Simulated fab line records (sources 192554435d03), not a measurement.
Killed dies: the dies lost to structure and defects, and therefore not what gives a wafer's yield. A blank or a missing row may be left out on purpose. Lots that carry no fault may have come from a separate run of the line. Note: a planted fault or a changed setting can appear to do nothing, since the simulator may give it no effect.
Chamber matching    flow n5_finfet    N5_BEOL_M7_ETCH_61 on rie_diel-04 has 4 sister chambers
The step etches SiARC in CF4, target depth 45.5 nm, time 75.8 s. 4 wafers are shown with their chamber, then 7 later ones without.

## WAFERS WITH THEIR CHAMBER
wafer   chamber  showerhead_plenum_p_Torr (Torr)
L081.4  0        2.22
L088.5  1        2.17
L091.1  3        2.06
L091.2  2        2.04

## WAFERS WHOSE CHAMBER IS MISSING
wafer   showerhead_plenum_p_Torr (Torr)
L091.3  2.17
L091.4  2.06
L091.5  2.04
L091.6  2.17
L090.2  2.17
L090.3  2.21
L090.5  2.21

## THE CHAMBER EACH PASSED THROUGH
wafer   from the rows above  in truth
L091.3  1                    1
L091.4  3                    3
L091.5  2                    2
L091.6  1                    1
L090.2  1                    1
L090.3  0                    0
L090.5  0                    0
Placed correctly: 7 of 7. Can't be placed from these rows: 0. Placed wrongly: 0.
How it was worked out, from the rows above alone: a wafer's distance from a chamber is the root of the sum, over the readings, of the square of ((its reading less the chamber's mean) divided by the reading's scatter). If the next closest chamber is less than 2 further off than the closest, the wafer can't be placed; otherwise it belongs to the closest. The mean given for a chamber averages the wafers shown for that chamber. The scatter (one wafer shown for each chamber): square how far every hidden wafer sits from the nearest shown wafer, average those squares and take the square root.
